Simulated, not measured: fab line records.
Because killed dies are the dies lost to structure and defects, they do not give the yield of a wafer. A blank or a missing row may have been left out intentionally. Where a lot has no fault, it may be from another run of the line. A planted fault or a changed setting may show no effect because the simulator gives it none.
Matching of chambers ; flow n5_finfet ; N5_BEOL_M9_ALD_74 on ald_metal-03 has 4 sister chambers
The step deposits TaN, target thk 2 nm, pulse time 2 s, purge time 3 s. 20 wafers are shown with their chamber, then 10 later ones without.

== WAFERS, EACH WITH ITS CHAMBER ==
wafer;chamber;heater_power_w (W);susceptor_temp_C (C)
L076.1;1;454;275.31
L076.5;3;362;274.99
L076.6;2;403;274.69
L080.1;1;455;274.89
L080.3;2;401;274.86
L080.4;3;358;275.17
L081.1;2;404;275.23
L081.2;3;375;274.98
L081.4;0;420;275.08
L082.1;3;370;274.95
L082.2;0;432;274.85
L082.5;1;463;275.13
L088.1;2;397;275.00
L088.2;0;424;275.05
L088.4;3;366;275.10
L087.4;0;429;274.58
L087.5;0;439;274.85
L087.6;1;452;274.94
L089.1;0;425;275.16
L089.3;2;412;275.15

SIGNATURES (averages over the wafers above)
reading;chamber 0;chamber 1;chamber 2;chamber 3;scatter within a chamber
heater_power_w;428.17;456.00;403.40;366.20;6.1
susceptor_temp_C;274.9283;275.0675;274.9860;275.0380;0.187
Rule: a wafer's distance from a chamber is the root of the sum, over the readings, of the square of ((its reading less the chamber's mean) divided by the reading's scatter). If the next closest chamber is less than 2 further off than the closest, the wafer can't be placed; otherwise it belongs to the closest. The scatter: the root of (the sum of the squares of (reading less its chamber's mean) over the shown wafers, divided by (wafers less chambers)).

== WAFERS MISSING THEIR CHAMBER ==
wafer;heater_power_w (W);susceptor_temp_C (C)
L089.5;448;275.20
L094.1;451;274.61
L094.2;395;275.07
L094.5;419;275.47
L092.3;398;274.76
L092.4;360;274.90
L092.5;357;275.07
L096.3;401;274.95
L096.5;411;274.98
L096.6;461;275.22

== THE CHAMBER EACH PASSED THROUGH ==
wafer;from the rows above;in truth
L089.5;1;1
L094.1;can't be placed: 1 or 0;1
L094.2;2;2
L094.5;can't be placed: 0 or 2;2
L092.3;2;2
L092.4;3;3
L092.5;3;3
L096.3;2;2
L096.5;can't be placed: 2 or 0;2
L096.6;1;1
Placed correctly: 7 of 10. These rows do not allow placing 3 (true chamber among the candidates in 3). 0 placed wrongly.
